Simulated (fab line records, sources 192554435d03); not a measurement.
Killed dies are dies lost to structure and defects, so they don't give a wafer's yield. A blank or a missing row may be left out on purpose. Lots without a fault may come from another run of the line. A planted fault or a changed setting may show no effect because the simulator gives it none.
Which tool did it? | flow n5_finfet | 9 lots, 26 wafers sampled, at 5 steps of a route of 1938

WHAT THE GAUGES READ, wafer by wafer
N5_BEOL_M4_RC_MEAS_101. Usual: CHAIN_V0 233 ohm/link, standard deviation 10; CHAIN_V0_max_site 242 ohm/link, standard deviation 11; DIBL_N 37.2 mV/V, standard deviation 2.1; DIBL_P 37.3 mV/V, standard deviation 2.3; IOFF_N 0.18 nA/um, standard deviation 0.041; IOFF_P 0.24 nA/um, standard deviation 0.042; ION_N 680 uA/um, standard deviation 13; ION_P 466 uA/um, standard deviation 7.7; SERP_M1 197 ohm/um, standard deviation 14; SERP_M1_max_site 208 ohm/um, standard deviation 15; SS_N 71.8 mV/dec, standard deviation 0.68; SS_P 73.5 mV/dec, standard deviation 0.66; VT_N 249 mV, standard deviation 3.6; VT_P -248 mV, standard deviation 3.4.
lot  | measured     | on        | CHAIN_V0 (ohm/link) | CHAIN_V0_max_site (ohm/link) | DIBL_N (mV/V)  | DIBL_P (mV/V)  | IOFF_N (nA/um) | IOFF_P (nA/um) | ION_N (uA/um) | ION_P (uA/um) | SERP_M1 (ohm/um) | SERP_M1_max_site (ohm/um) | SS_N (mV/dec)  | SS_P (mV/dec)  | VT_N (mV)   | VT_P (mV)      | flag
L645 | day 8 08:06  | prober-02 | 235 247 251         | 246 254 253                  | 36.9 36.9 37.2 | 36.3 36.9 37.8 | 0.16 0.16 0.18 | 0.22 0.22 0.23 | 673 670 678   | 467 467 466   | 209 206 199      | 233 224 213               | 71.0 71.6 71.7 | 72.9 73.0 73.3 | 248 247 249 | -250 -248 -248 |
L648 | day 9 01:14  | prober-01 | 238 235 226         | 256 245 231                  | 39.2 38.1 39.9 | 39.5 37.7 41.7 | 0.23 0.19 0.27 | 0.27 0.23 0.32 | 705 689 712   | 473 468 482   | 214 194 194      | 231 196 197               | 71.8 72.9 72.1 | 74.0 73.8 74.1 | 243 248 242 | -247 -252 -243 |
L649 | day 9 10:15  | prober-02 | 249 242 265         | 257 249 273                  | 37.4 38.0 35.2 | 34.9 36.7 31.8 | 0.14 0.16 0.11 | 0.19 0.21 0.15 | 667 666 652   | 458 458 450   | 218 214 211      | 225 219 219               | 71.9 71.9 70.9 | 73.1 73.1 71.9 | 251 249 257 | -251 -251 -256 |
L651 | day 9 18:03  | prober-02 | 452 215 473         | 484 226 502                  | 34.4 35.4 35.9 | 33.7 35.4 35.8 | 0.13 0.14 0.15 | 0.19 0.21 0.22 | 676 668 673   | 468 460 464   | 279 176 334      | 306 191 355               | 71.2 71.7 71.1 | 73.0 72.4 73.9 | 254 252 248 | -252 -248 -246 | OFF
L652 | day 9 18:40  | prober-01 | 238 230 526         | 248 240 564                  | 35.8 37.4 35.7 | 37.3 38.3 36.9 | 0.16 0.17 0.15 | 0.21 0.22 0.19 | 681 670 680   | 466 460 468   | 187 168 350      | 192 177 398               | 70.9 71.6 71.0 | 72.9 73.8 73.2 | 252 250 251 | -251 -252 -253 | OFF
L659 | day 12 04:55 | prober-01 | 231 235 238         | 236 242 248                  | 37.5 39.4 38.5 | 36.8 39.0 37.9 | 0.17 0.21 0.18 | 0.22 0.24 0.23 | 677 681 678   | 468 469 466   | 213 182 189      | 216 203 197               | 71.5 72.1 72.5 | 73.2 74.9 73.8 | 249 248 247 | -246 -247 -247 |
L666 | day 14 21:18 | prober-02 | 244 237 237         | 246 244 243                  | 35.5 36.6 38.1 | 36.1 37.3 39.4 | 0.15 0.17 0.23 | 0.19 0.22 0.26 | 678 667 704   | 459 457 473   | 204 197 179      | 215 213 186               | 71.7 71.9 72.0 | 73.9 74.1 74.4 | 251 248 242 | -252 -249 -248 |
L663 | day 14 04:46 | prober-01 | 216 219 230         | 221 236 240                  | 36.4 36.9 35.1 | 38.7 39.7 37.1 | 0.18 0.18 0.15 | 0.25 0.26 0.23 | 686 690 674   | 472 480 469   | 171 180 180      | 182 198 183               | 72.6 72.1 72.0 | 73.6 73.6 73.0 | 246 247 250 | -246 -245 -249 |
L668 | day 15 00:02 | prober-02 | 220 231             | 226 239                      | 37.5 38.1      | 36.9 37.8      | 0.18 0.20      | 0.25 0.27      | 675 677       | 466 463       | 180 193          | 186 201                   | 72.0 72.2      | 73.6 74.2      | 251 248     | -249 -245      |

WHICH TOOL RAN EACH LOT (tool, then ch and the chambers of the sampled wafers, then the start)
lot  | N5_BEOL_M1_ETCH_70                | N5_BEOL_M1_STRIP_36               | N5_BEOL_M1_ALD_84                   | N5_BEOL_M1_ANNEAL_82
L645 | rie_diel-02 ch 1,2, day 6 08:28   | rie_diel-02 ch 1,2, day 6 08:38   | ald_metal-02 ch 1,2,3, day 6 09:40  | pvd_sputter-01, day 6 10:41
L648 | rie_diel-03 ch 0,2,3, day 6 23:47 | rie_diel-03 ch 0,2,3, day 6 23:57 | ald_metal-03 ch 2,3, day 7 00:44    | pvd_sputter-03, day 7 01:56
L649 | rie_diel-02 ch 0,2,3, day 7 02:57 | rie_diel-02 ch 0,2,3, day 7 03:07 | ald_metal-03 ch 1,2,3, day 7 03:52  | pvd_sputter-02, day 7 04:58
L651 | rie_diel-01 ch 0,1,2, day 8 03:11 | rie_diel-01 ch 0,1,2, day 8 03:21 | ald_metal-03 ch 0,1, day 8 04:00    | pvd_sputter-02, day 8 05:11
L652 | rie_diel-01 ch 0,1,2, day 8 03:35 | rie_diel-01 ch 0,1,2, day 8 03:45 | ald_metal-03 ch 1,2, day 8 04:56    | pvd_sputter-03, day 8 07:04
L659 | rie_diel-03 ch 0,1, day 10 18:44  | rie_diel-03 ch 0,1, day 10 18:54  | ald_metal-04 ch 0,3, day 10 19:28   | pvd_sputter-02, day 10 20:26
L666 | rie_diel-02 ch 2,3, day 11 21:44  | rie_diel-02 ch 2,3, day 11 21:53  | ald_metal-04 ch 0,1,2, day 11 22:42 | pvd_sputter-01, day 12 00:21
L663 | rie_diel-01 ch 1,2, day 12 00:14  | rie_diel-01 ch 1,2, day 12 00:24  | ald_metal-02 ch 0,1,3, day 12 01:14 | pvd_sputter-03, day 12 02:23
L668 | rie_diel-03 ch 0,3, day 12 20:38  | rie_diel-03 ch 0,3, day 12 20:47  | ald_metal-03 ch 0,2, day 12 21:59   | pvd_sputter-03, day 12 23:03
- N5_BEOL_M1_ETCH_70: etches SOC in N2/H2, target depth 80 nm, overetch 16 nm, time 120 s.
- N5_BEOL_M1_STRIP_36: strips in N2/H2.
- N5_BEOL_M1_ALD_84: deposits TaN, pulse time 2 s, purge time 3 s, co reactant purge time 2 s.
- N5_BEOL_M1_ANNEAL_82: time 240 s.

WHAT THE TOOLS THEMSELVES READ (means of the sampled wafers that have a number; where no wafer has one, the mark that the record gives instead)
N5_BEOL_M1_ETCH_70. Usual: drypump_motor_current_A 5.8 A, standard deviation 0.51; oes_product_au 0.62 a.u., standard deviation 0.067; rf_vpp_V 523.9 V, standard deviation 2.4; showerhead_plenum_p_Torr 2.55 Torr, standard deviation 0.084; throttle_valve_pct 17.70 %, standard deviation 0.3.
lot  | tool        | drypump_motor_current_A (A) | oes_product_au (a.u.) | rf_vpp_V (V) | showerhead_plenum_p_Torr (Torr) | throttle_valve_pct (%) | flag
L645 | rie_diel-02 | 5.6                         | 0.54                  | 521.7        | 2.45                            | 18.12                  |
L648 | rie_diel-03 | 5.8                         | 0.63                  | 524.2        | 2.57                            | 17.55                  |
L649 | rie_diel-02 | 6.1                         | 0.60                  | 521.9        | 2.47                            | 17.91                  |
L651 | rie_diel-01 | 6.0                         | 0.66                  | 525.7        | 2.63                            | 17.54                  |
L652 | rie_diel-01 | 6.0                         | 0.66                  | 525.6        | 2.63                            | 17.54                  |
L659 | rie_diel-03 | 5.6                         | 0.57                  | 525.4        | 2.60                            | 18.04                  |
L666 | rie_diel-02 | 6.3                         | 0.58                  | 521.3        | 2.44                            | 18.00                  |
L663 | rie_diel-01 | 5.8                         | 0.64                  | 526.4        | 2.66                            | 17.51                  |
L668 | rie_diel-03 | 5.8                         | 0.61                  | 524.5        | 2.55                            | 17.57                  |

N5_BEOL_M1_STRIP_36. Usual: drypump_motor_current_A 5.8 A, standard deviation 0.51; oes_product_au 0.81 a.u., standard deviation 0.095; rf_vpp_V 59.2 V, standard deviation 1.3; showerhead_plenum_p_Torr 2.54 Torr, standard deviation 0.084; throttle_valve_pct 23.5 %, standard deviation 0.32.
lot  | tool        | drypump_motor_current_A (A) | oes_product_au (a.u.) | rf_vpp_V (V) | showerhead_plenum_p_Torr (Torr) | throttle_valve_pct (%) | flag
L645 | rie_diel-02 | 5.6                         | 0.70                  | 58.4         | 2.44                            | 23.9                   |
L648 | rie_diel-03 | 5.8                         | 0.84                  | 59.1         | 2.56                            | 23.4                   |
L649 | rie_diel-02 | 6.1                         | 0.78                  | 60.0         | 2.47                            | 23.7                   |
L651 | rie_diel-01 | 6.0                         | 0.87                  | 59.3         | 2.62                            | 23.4                   |
L652 | rie_diel-01 | 6.0                         | 0.88                  | 59.6         | 2.62                            | 23.4                   |
L659 | rie_diel-03 | 5.6                         | 0.73                  | 59.2         | 2.60                            | 23.9                   |
L666 | rie_diel-02 | 6.3                         | 0.75                  | 59.7         | 2.43                            | 23.9                   |
L663 | rie_diel-01 | 5.7                         | 0.84                  | 59.8         | 2.65                            | 23.4                   |
L668 | rie_diel-03 | 5.8                         | 0.80                  | 58.8         | 2.55                            | 23.4                   |

N5_BEOL_M1_ALD_84. Usual: heater_power_w 420 W, standard deviation 37; precursor_vessel_pressure_torr 26.26 Torr, standard deviation 0.055.
lot  | tool         | heater_power_w (W) | precursor_vessel_pressure_torr (Torr) | flag
L645 | ald_metal-02 | 400                | 26.24                                 |
L648 | ald_metal-03 | 426                | 26.30                                 |
L649 | ald_metal-03 | 434                | 26.21                                 |
L651 | ald_metal-03 | 398                | 26.29                                 |
L652 | ald_metal-03 | 434                | 26.21                                 |
L659 | ald_metal-04 | 397                | 26.26                                 |
L666 | ald_metal-04 | 436                | 26.25                                 |
L663 | ald_metal-02 | 448                | 26.25                                 |
L668 | ald_metal-03 | 404                | 26.29                                 |

N5_BEOL_M1_ANNEAL_82. Usual: heater_power_w 836 W, standard deviation 83.
lot  | tool           | heater_power_w (W) | flag
L645 | pvd_sputter-01 | 882                |
L648 | pvd_sputter-03 | 796                |
L649 | pvd_sputter-02 | 842                |
L651 | pvd_sputter-02 | 844                |
L652 | pvd_sputter-03 | 800                |
L659 | pvd_sputter-02 | 841                |
L666 | pvd_sputter-01 | 832                |
L663 | pvd_sputter-03 | 798                |
L668 | pvd_sputter-03 | 782                |

THE ANSWER, worked out from the rows above alone
Rule: a lot is off if the mean of its wafers that have a number lies more than 3 standard deviations from the usual mean. A lot without any number at a reading at which 4 lots or more have one is off too. The other lots that the step has rows for count as sound. The gauges are gone through in route order, then the tools' own readings, and for those a lot's mean is taken as printed above. The first step at which some lot is off is used, and at that step the reading that is off furthest; a lot without a number counts as furthest.
Off: L651, L652, at N5_BEOL_M4_RC_MEAS_101 (CHAIN_V0_max_site).
A tool fits if, at a process step before that reading, it ran every lot that is off, and no sound lot after the first of them. The gauges at N5_BEOL_M4_RC_MEAS_101 are tried like those tools. None of those tried fits.

WHAT THE SIMULATOR HAD PUT IN
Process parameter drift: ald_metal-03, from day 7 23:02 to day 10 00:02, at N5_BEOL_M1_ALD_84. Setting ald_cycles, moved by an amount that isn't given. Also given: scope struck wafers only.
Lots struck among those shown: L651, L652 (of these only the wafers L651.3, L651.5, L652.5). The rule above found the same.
